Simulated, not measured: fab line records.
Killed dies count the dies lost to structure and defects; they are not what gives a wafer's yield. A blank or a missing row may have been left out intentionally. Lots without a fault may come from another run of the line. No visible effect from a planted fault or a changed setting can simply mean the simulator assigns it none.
Chamber matching	flow n5Finfet	N5_BEOL_M7_CMP_52 on cmp-02 has 4 sister chambers
The step polishes, stops on SiCOH lowk, t overpolish 6.9 s, target thk 80 nm. 27 wafers are shown with their chamber, then 12 later ones without.

## WAFERS, EACH WITH ITS CHAMBER
wafer	chamber	motorCurrentA (A)	timeToEndpointS (s)	barrierFieldEndpointS (s)
L076.1	0	6.3	65	28.8
L076.4	3	5.9	64	29.3
L076.6	2	5.9	60	28.6
L080.4	0	6.4	59	29.0
L080.5	3	6.2	66	30.0
L080.6	2	5.7	59	29.1
L081.3	1	7.1	69	30.0
L081.5	3	6.0	64	28.8
L081.6	2	6.0	57	28.6
L084.1	3	6.1	63	29.1
L084.4	1	7.4	66	30.1
L084.6	2	6.1	61	29.7
L085.1	1	7.2	69	29.9
L085.2	3	5.9	65	29.6
L085.3	0	6.3	62	29.0
L086.2	3	6.0	64	29.7
L086.3	2	5.6	57	28.6
L086.4	1	7.3	64	29.8
L090.1	1	7.3	65	29.9
L090.3	3	5.8	62	29.4
L090.6	1	7.4	66	30.2
L089.1	3	6.0	66	28.7
L089.5	1	7.3	66	29.0
L089.6	2	6.2	55	27.8
L093.1	3	5.7	66	29.6
L093.3	2	6.3	58	28.3
L093.4	0	6.2	63	28.9

SIGNATURES, as means of the wafers listed above
reading	chamber 0	chamber 1	chamber 2	chamber 3	scatter within a chamber
motorCurrentA	6.300	7.286	5.971	5.956	0.17
timeToEndpointS	62.25	66.43	58.14	64.44	1.88
barrierFieldEndpointS	28.925	29.843	28.671	29.356	0.446
Rule: a wafer lies at a distance from a chamber equal to the root of the sum of squares, over the readings, of (its reading less the chamber's mean, divided by the reading's scatter). If the next closest chamber is less than 2 further off than the closest, the wafer can't be placed; otherwise it belongs to the closest. The scatter is the square root of a quotient: the sum, over the shown wafers, of each reading's squared deviation from its chamber's mean, divided by wafers minus chambers.

## WAFERS WITHOUT THEIR CHAMBER
wafer	motorCurrentA (A)	timeToEndpointS (s)	barrierFieldEndpointS (s)
L092.1	6.3	60	28.3
L092.2	7.0	68	30.0
L092.3	6.5	65	28.7
L091.1	7.1	65	29.5
L091.2	6.3	61	28.7
L091.4	6.0	64	29.4
L096.3	7.4	64	30.3
L096.5	5.9	57	28.5
L096.6	6.1	64	29.2
L095.2	6.3	64	29.6
L095.5	6.3	58	29.1
L095.6	7.2	66	30.1

## WHICH CHAMBER EACH ONE RAN IN
wafer	from the rows above	in truth
L092.1	can't be placed: 0 or 2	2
L092.2	1	1
L092.3	can't be placed: 0 or 3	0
L091.1	1	1
L091.2	can't be placed: 0 or 2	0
L091.4	can't be placed: 3 or 0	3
L096.3	1	1
L096.5	2	2
L096.6	can't be placed: 3 or 0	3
L095.2	can't be placed: 0 or 3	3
L095.5	can't be placed: 2 or 0 or 3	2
L095.6	1	1
5 of 12 placed correctly. These rows do not allow placing 7 (true chamber among the candidates in 7). Placed wrongly: 0.
